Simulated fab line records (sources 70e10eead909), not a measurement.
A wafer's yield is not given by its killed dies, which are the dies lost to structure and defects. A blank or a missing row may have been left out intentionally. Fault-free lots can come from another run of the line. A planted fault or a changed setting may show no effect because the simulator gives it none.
A struck lot beside a sound one || flow nand harc || 23 steps out of a route of 1159
Sound: these wafers, L496.1, L496.2, L496.6. Struck: wafer L507.6. (L507.3 of the same lot was not struck and is left out.) The cause comes at the end.
Per side, at each step with rows, come the tool, then ch with its chambers, and then its first start. Under that, the readings that differ: sound wafers || struck wafers || difference of the means || sigmas: that difference in standard deviations of wafers without a fault.
alike: a reading whose means differ by less than 2 such deviations, as well as words and numbers matching on both sides. not compared: withheld readings; readings where some wafer has no value; bounds like >300 that might hide an equal value; numbers whose values overlap and for which the record gives no deviation.
Wherever a step has rows on one side only, a row that says differs or no value, or a row with sigmas, the two part there. Non-overlapping numbers with no deviation appear without sigmas and do not part them. Lack of a reading on every wafer of one side parts them only where that side has two or more wafers.

first, 4 steps without rows for these wafers: NHARC_P_GATE_PRECLEAN_71 (cleans in SC1); NHARC_P_GATE_SRD_72; NHARC_P_GATE_OXIDE_16 (material SiO2, target thk 3 nm, ox time 392 s); NHARC_P_GATE_CVD_17 (deposits poly-Si, target thk 150 nm, time 900 s).
NHARC_P_GATE_HM_DEP_102: deposits aC, target thk 120 nm.
  sound on acl dep-03 ch 0, day 6 13:38; struck on acl dep-01 ch 0, day 9 08:16
  alike: throttle valve pct
NHARC_P_GATE_DEP_103: deposits SiON, target thk 30 nm.
  sound on pecvd-03 ch 0,1,2, day 6 14:22; struck on pecvd-02 ch 2, day 9 08:45
  alike: heater power outer w, heater power w
then, 6 steps without rows for these wafers: NHARC_P_GATE_DEHYDRATE_18 (time 120 s); NHARC_P_GATE_HMDS_19 (time 30 s); NHARC_P_GATE_COAT_20 (resist thk 90 nm); NHARC_P_GATE_SOFTBAKE_21 (time 55 s); NHARC_P_GATE_EBR_22; NHARC_P_GATE_EXPOSE_23 (exposes mask P GATE, target cd 120 nm).
NHARC_P_GATE_PEB_24: peb time 65 s.
  sound on litho track-01 ch 0, day 6 14:50; struck on litho track-01 ch 0, day 9 09:19
  alike: exhaust pa
then, 1 step without rows for these wafers: NHARC_P_GATE_DEVELOP_25 (develop time 35 s).
NHARC_P_GATE_CD_MEAS_26: target cd 120 nm.
  sound on cd sem-02 ch 0, day 6 14:55; struck on cd sem-02 ch 0, day 9 09:24
{"reading": "cd nm (nm)", "sound": "119.4 119.1 120.1", "struck": 115.1, "difference": -4.4, "sigmas": -7}
NHARC_P_GATE_OVL_MEAS_27:
  struck on overlay-02, day 9 09:29; sound on overlay-01, day 6 15:01
  alike: overlay x nm, overlay y nm
NHARC_P_GATE_INSPECT_28:
  struck on defect inspect-02, day 9 09:31; sound on defect inspect-01, day 6 15:03
  alike: raw defect count
NHARC_P_GATE_DESCUM_31: chemistry O2, time 3 s.
  sound on rie diel-03 ch 0,1,2, day 6 15:07; struck on rie diel-03 ch 0, day 9 09:35
{"reading": "throttle valve pct (%)", "sound": "11.315 11.314 11.319", "struck": 11.292, "difference": -0.024, "sigmas": -2}
{"reading": "model.P_GATE.cd nm (nm)", "sound": "119.2 119.5 119.9", "struck": 115.5, "difference": -4.0, "sigmas": ""}
  alike: drypump motor current A, o2 flow sccm, oes product au, rf vpp V, showerhead plenum p Torr
  not compared: rf hours counter h
NHARC_P_GATE_ETCH_104: etches the open film in CF4/CHF3, target depth 60 nm.
  sound on rie diel-03 ch 0,1,2, day 6 15:12; struck on rie diel-03 ch 2, day 9 09:40
  alike: bias w, drypump motor current A, oes product au, rf vpp V, showerhead plenum p Torr, throttle valve pct
NHARC_P_GATE_HM_OPEN_105: chemistry O2/COS, target depth 360 nm.
  sound on rie diel-03 ch 1,3; struck on rie diel-03 ch 2
{"reading": "o2 flow sccm (sccm)", "sound": "400.8 398.6 400.9", "struck": 397.3, "difference": -2.8, "sigmas": -2}
  alike: bias w, drypump motor current A, oes product au, rf vpp V, showerhead plenum p Torr, throttle valve pct
  not compared: rf hours counter h
then, 1 step without rows for these wafers: NHARC_P_GATE_STRIP_106 (strips in O2/COS).
NHARC_P_GATE_ETCH_114: etches the open film in CF4/O2, target depth 30 nm, overetch 3 nm, time 16.5 s.
  sound on rie diel-03 ch 1,3; struck on rie diel-03 ch 2
  alike: bias w, drypump motor current A, o2 flow sccm, oes product au, rf vpp V, showerhead plenum p Torr, throttle valve pct
  not compared: rf hours counter h, model.P_GATE.cd nm
NHARC_P_GATE_ETCH_32: etches the open film in HBr/Cl2, target depth 150 nm, time 100.1 s.
  sound on rie si-02 ch 1,3, day 6 15:34; struck on rie si-06 ch 0, day 9 10:04
  alike: bias w, drypump motor current A, oes product au, throttle valve pct
  not compared: rf hours counter h

WHERE THEY PART
First at NHARC_P_GATE_CD_MEAS_26; last, within this record, at NHARC_P_GATE_HM_OPEN_105. Later steps at which nothing parts them and some readings are alike: NHARC_P_GATE_ETCH_114, NHARC_P_GATE_ETCH_32.

WHY: what the simulator had put in
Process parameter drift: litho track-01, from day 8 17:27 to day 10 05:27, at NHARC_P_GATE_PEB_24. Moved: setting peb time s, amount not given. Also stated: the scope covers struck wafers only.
